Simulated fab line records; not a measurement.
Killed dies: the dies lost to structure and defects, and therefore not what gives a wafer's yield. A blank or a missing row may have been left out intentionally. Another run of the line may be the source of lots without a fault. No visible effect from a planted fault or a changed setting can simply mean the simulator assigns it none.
A lot that was struck, set against a sound lot + flow n5-finfet + 19 steps out of a route of 1938
Sound: the wafers L620.4, L620.5, L620.6. Wafers struck: L638.1, L638.2, L638.4. At the end, the cause is stated.
Order at every step that has rows: each side's tool, ch and its chambers, its first start. Under that, the readings that differ: sound wafers + struck wafers + difference of the means + sigmas: that difference in standard deviations of wafers without a fault.
alike: words and numbers the same on both sides, and readings whose means are apart by under 2 such deviations; not compared: readings that were withheld, readings missing a value for some wafer, numbers with overlapping values and no deviation given by the record, and bounds like >300 which may hide the same value.
The two part at a step that has a row with sigmas, a row that says differs or no value, or rows on one side only. Non-overlapping numbers with no deviation appear without sigmas and do not part them. A reading missing from all wafers of one side parts the sides only when that side holds two or more wafers.

first, 1 step without rows for these wafers: N5_GATE_CUT_SRD_32 (time 30 s).
N5_GATE_CUT_SAC_CAP_01: material SiNx, target thk 24 nm, pulse time 1 s, ald cycles 480.
  sound on ald-sin-02 ch 0,1,3, day 5 04:54; struck on ald-sin-01 ch 0,3, day 9 19:58
  alike: heater-power-w, precursor-pulse-height-rel, susceptor-temp-C
N5_GATE_CUT_PECVD_57: deposits SiNx from SiH4/NH3/N2, target thk 21 nm.
  sound on pecvd-04 ch 0,1,2, day 5 07:07; struck on pecvd-02 ch 0,1, day 9 22:09
  alike: heater-power-w, showerhead-plenum-p-Torr, susceptor-temp-C, throttle-valve-pct
N5_GATE_CUT_CMP_02: polishes, stops on SiO2, t overpolish 12.7 s, target thk 0 nm.
  sound on cmp-03 ch 2,3, day 5 07:10; struck on cmp-03 ch 1,2,3, day 9 22:14
  alike: motor-current-A, overpolish-run-s, slurry-filter-dp-kPa, time-to-endpoint-s
N5_GATE_CUT_HM_DEP_46: deposits SiO2 from TEOS/O2, target thk 130 nm, time 26.6 s.
  sound on pecvd-01 ch 0,1,2, day 5 07:31; struck on pecvd-01 ch 0,1, day 9 22:34
  alike: heater-power-w, showerhead-plenum-p-Torr, susceptor-temp-C, throttle-valve-pct
then, 6 steps without rows for these wafers: N5_GATE_CUT_COAT_34 (time 60 s, resist thk 60 nm); N5_GATE_CUT_COAT_35 (time 60 s, resist thk 10 nm); N5_GATE_CUT_COAT_27 (time 60 s, resist thk 10 nm); N5_GATE_CUT_COAT_07 (resist thk 30 nm); N5_GATE_CUT_EBR_09; N5_GATE_CUT_SOFTBAKE_08 (time 60 s).
N5_GATE_CUT_EXPOSE_10: exposes mask GATE CUT, target cd 20 nm.
  sound on euv-scanner-01 ch 0, day 5 07:51; struck on euv-scanner-01 ch 0, day 9 22:46
| reading                          | sound | struck      | difference | sigmas |
|----------------------------------|-------|-------------|------------|--------|
| model.GATE_CUT.overlay-x-nm (nm) | 0 0 0 | 6.2 6.2 6.2 | +6.2       |        |
  alike: mask, reticle-temp-C
then, 2 steps without rows for these wafers: N5_GATE_CUT_PEB_11 (peb time 60 s); N5_GATE_CUT_DEVELOP_12 (develop time 30 s).
N5_GATE_CUT_CD_MEAS_13: the cd target is 20 nm.
  sound on cd-sem-01 ch 0, day 5 07:58; struck on cd-sem-02 ch 0, day 9 22:53
  alike: cd-nm
N5_GATE_CUT_OVL_MEAS_14:
  sound on overlay-01 ch 0, day 5 08:01; struck on overlay-01 ch 0, day 9 22:55
| reading           | sound          | struck      | difference | sigmas |
|-------------------|----------------|-------------|------------|--------|
| GATE_CUT_OVL (nm) | -0.9 -1.1 -1.1 | 5.5 6.1 5.7 | +6.8       | +11    |
N5_GATE_CUT_INSPECT_15: inspects for defects (brightfield).
  struck on defect-inspect-02, day 9 22:59; sound on defect-inspect-01, day 5 08:04
  alike: raw-defect-count
-- record jumps: 4 days separate the struck wafers' starts on either side; left off in module GATE_CUT, taken up again in module BEOL_M4, whose first shown step is the route's number 1111 --
N5_BEOL_M4_RC_MEAS_101:
  sound on prober-02 ch 0, day 8 18:35; struck on prober-01 ch 0, day 13 20:00
| reading       | sound          | struck         | difference | sigmas |
|---------------|----------------|----------------|------------|--------|
| SS_P (mV/dec) | 72.7 73.2 72.8 | 74.2 74.5 74.5 | +1.5       | +2     |
  alike: DIBL_N, DIBL_P, IOFF_N, IOFF_P, ION_N, ION_P, SS_N, VT_N, VT_P
-- here the record skips 4 days between the struck wafers' starts before and after, leaving off in module BEOL_M4 and picking up in module PASSIVATION (first step shown: number 1936 of the route) --
N5_PASSIVATION_PROBE_49:
  struck on prober-02, day 17 18:07; sound on prober-01, day 13 11:01
  alike: defect-limited-yield, killed_at_M0_to_M3, killed_at_M4_up, killed-at-contacts, killed-at-front-end, killed-at-other, killed-dies, killed-on-rim, killed-open, killed-short, sort_bin_5_function, sort_bin_6_memory, sort-n-pass, sort-yield-pct

WHERE THEY PART
First at N5_GATE_CUT_OVL_MEAS_14; last, within this record, at N5_BEOL_M4_RC_MEAS_101. Later steps at which nothing parts them and some readings are alike: N5_PASSIVATION_PROBE_49.

WHY: whatever the simulator had introduced
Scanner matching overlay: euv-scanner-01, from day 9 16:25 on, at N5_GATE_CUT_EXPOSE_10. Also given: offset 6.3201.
